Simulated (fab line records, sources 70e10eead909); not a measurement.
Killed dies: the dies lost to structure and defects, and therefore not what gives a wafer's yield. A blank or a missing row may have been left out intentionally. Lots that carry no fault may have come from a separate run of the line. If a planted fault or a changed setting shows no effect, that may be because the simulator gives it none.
Chamber matching || flow nandHarc || NHARC_A_CONTACT_DEP_58 on pecvd-03 has 3 sister chambers
The step deposits SiON, target thk 90 nm. 16 wafers are shown with their chamber, then 8 later ones without.

WAFERS WITH THEIR CHAMBER
{"wafer": "L076.1", "chamber": 1, "heaterPowerW (W)": 752, "rfFwdPowerW (W)": 350.7}
{"wafer": "L076.2", "chamber": 0, "heaterPowerW (W)": 539, "rfFwdPowerW (W)": 348.9}
{"wafer": "L076.5", "chamber": 1, "heaterPowerW (W)": 745, "rfFwdPowerW (W)": 348.4}
{"wafer": "L081.2", "chamber": 1, "heaterPowerW (W)": 735, "rfFwdPowerW (W)": 348.4}
{"wafer": "L081.5", "chamber": 0, "heaterPowerW (W)": 662, "rfFwdPowerW (W)": 349.3}
{"wafer": "L081.6", "chamber": 1, "heaterPowerW (W)": 716, "rfFwdPowerW (W)": 348.3}
{"wafer": "L080.4", "chamber": 2, "heaterPowerW (W)": 808, "rfFwdPowerW (W)": 344.8}
{"wafer": "L080.5", "chamber": 1, "heaterPowerW (W)": 650, "rfFwdPowerW (W)": 349.6}
{"wafer": "L080.6", "chamber": 0, "heaterPowerW (W)": 637, "rfFwdPowerW (W)": 348.8}
{"wafer": "L083.1", "chamber": 2, "heaterPowerW (W)": 825, "rfFwdPowerW (W)": 347.3}
{"wafer": "L083.2", "chamber": 1, "heaterPowerW (W)": 673, "rfFwdPowerW (W)": 348.1}
{"wafer": "L083.3", "chamber": 0, "heaterPowerW (W)": 680, "rfFwdPowerW (W)": 347.9}
{"wafer": "L086.1", "chamber": 1, "heaterPowerW (W)": 705, "rfFwdPowerW (W)": 348.1}
{"wafer": "L086.2", "chamber": 2, "heaterPowerW (W)": 770, "rfFwdPowerW (W)": 347.8}
{"wafer": "L086.5", "chamber": 2, "heaterPowerW (W)": 780, "rfFwdPowerW (W)": 350.9}
{"wafer": "L088.1", "chamber": 1, "heaterPowerW (W)": 683, "rfFwdPowerW (W)": 348.4}

SIGNATURES, as means of the wafers listed above
{"reading": "heaterPowerW", "chamber 0": 629.50, "chamber 1": 707.38, "chamber 2": 795.75, "scatter within a chamber": 42.1}
{"reading": "rfFwdPowerW", "chamber 0": 348.725, "chamber 1": 348.750, "chamber 2": 347.700, "scatter within a chamber": 1.41}
Rule: for a wafer and a chamber, the distance is found by dividing, reading by reading, the gap between the wafer's reading and the chamber's mean by the reading's scatter, squaring, summing and taking the root. The wafer belongs to the nearest chamber; if the next one is less than 2 further off, it can't be placed. How the scatter is found: for the shown wafers, subtract from each reading the mean of its chamber, square and add these, divide the total by (wafers less chambers), then take the root.

WAFERS MISSING THEIR CHAMBER
{"wafer": "L088.5", "heaterPowerW (W)": 678, "rfFwdPowerW (W)": 348.1}
{"wafer": "L088.6", "heaterPowerW (W)": 845, "rfFwdPowerW (W)": 346.4}
{"wafer": "L090.1", "heaterPowerW (W)": 846, "rfFwdPowerW (W)": 346.5}
{"wafer": "L090.4", "heaterPowerW (W)": 654, "rfFwdPowerW (W)": 347.4}
{"wafer": "L090.5", "heaterPowerW (W)": 862, "rfFwdPowerW (W)": 346.1}
{"wafer": "L095.3", "heaterPowerW (W)": 679, "rfFwdPowerW (W)": 348.4}
{"wafer": "L095.4", "heaterPowerW (W)": 734, "rfFwdPowerW (W)": 347.8}
{"wafer": "L095.6", "heaterPowerW (W)": 680, "rfFwdPowerW (W)": 347.2}

THE CHAMBER EACH PASSED THROUGH
{"wafer": "L088.5", "from the rows above": "can't be placed: 1 or 0 or 2", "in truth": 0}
{"wafer": "L088.6", "from the rows above": 2, "in truth": 2}
{"wafer": "L090.1", "from the rows above": 2, "in truth": 2}
{"wafer": "L090.4", "from the rows above": "can't be placed: 0 or 1", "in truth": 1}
{"wafer": "L090.5", "from the rows above": 2, "in truth": 2}
{"wafer": "L095.3", "from the rows above": "can't be placed: 1 or 0", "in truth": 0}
{"wafer": "L095.4", "from the rows above": "can't be placed: 1 or 2 or 0", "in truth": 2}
{"wafer": "L095.6", "from the rows above": "can't be placed: 1 or 0 or 2", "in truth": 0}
3 of 8 placed correctly. Cannot be placed on the basis of these rows: 5; the candidates contain the true chamber in 5. 0 placed wrongly.
